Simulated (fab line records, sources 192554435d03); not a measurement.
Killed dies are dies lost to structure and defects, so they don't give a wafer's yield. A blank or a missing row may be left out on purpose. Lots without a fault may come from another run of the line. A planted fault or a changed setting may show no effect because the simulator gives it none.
Which tool did it? | flow n5_finfet | 12 lots, 36 wafers sampled, at 2 steps of a route of 1938

WHAT THE GAUGES READ, wafer by wafer
N5_BEOL_M7_CD_MEAS_35: target cd 40 nm.
lot  | measured     | on        | cd_nm (nm)
L075 | day 9 09:47  | cd_sem-02 | 40.5 39.6 39.5
L077 | day 10 02:23 | cd_sem-01 | 39.9 40.1 40.2
L080 | day 10 18:06 | cd_sem-01 | 40.6 40.3 39.3
L081 | day 11 02:29 | cd_sem-02 | 40.3 41.5 40.1
L082 | day 11 19:13 | cd_sem-02 | 39.6 38.6 39.7
L085 | day 12 10:37 | cd_sem-01 | 39.7 40.0 39.4
L087 | day 12 19:53 | cd_sem-02 | 40.2 39.5 40.1
L089 | day 13 00:32 | cd_sem-03 | 40.5 40.4 40.1
L091 | day 13 08:59 | cd_sem-01 | 39.8 40.4 40.4
L094 | day 14 01:43 | cd_sem-03 | 38.9 40.0 40.2
L095 | day 14 20:13 | cd_sem-03 | 40.6 40.8 40.9
L097 | day 15 10:50 | cd_sem-03 | 39.4 40.5 39.7

WHICH TOOL RAN EACH LOT (tool, then ch and the chambers of the sampled wafers, then the start)
lot  | N5_BEOL_M7_STRIP_36
L075 | rie_diel-04 ch 0,2, day 9 09:26
L077 | rie_diel-01 ch 0,2,3, day 10 02:01
L080 | rie_diel-06 ch 2,3, day 10 17:45
L081 | rie_diel-01 ch 1,2,3, day 11 02:08
L082 | rie_diel-04 ch 0,2, day 11 18:52
L085 | rie_diel-06 ch 0,2, day 12 10:16
L087 | rie_diel-06 ch 0,2,3, day 12 19:32
L089 | rie_diel-01 ch 0,1,3, day 13 00:11
L091 | rie_diel-04 ch 0,2,3, day 13 08:38
L094 | rie_diel-06 ch 1,2,3, day 14 01:22
L095 | rie_diel-01 ch 0,2,3, day 14 19:52
L097 | rie_diel-01 ch 0,1,2, day 15 10:29
- N5_BEOL_M7_STRIP_36: strips in N2/H2.

THE ANSWER, worked out from the rows above alone
Rule: what is usual is taken from the lots themselves. Put in order of their means at a reading, lots are off if they are a third of the lots or fewer, leave a main group of 4 or more, and stand apart from it by a gap of 3 or more times the standard deviation of the main group's means; of several such gaps the widest counts. A main group whose means are all the same, to the digits that the tables above print for the reading, isn't used. A lot without any number at a reading at which 4 lots or more have one is off too. The other lots that the step has rows for count as sound.
No lot is off at any reading shown: from this, nothing can be told.

WHAT THE SIMULATOR HAD PUT IN
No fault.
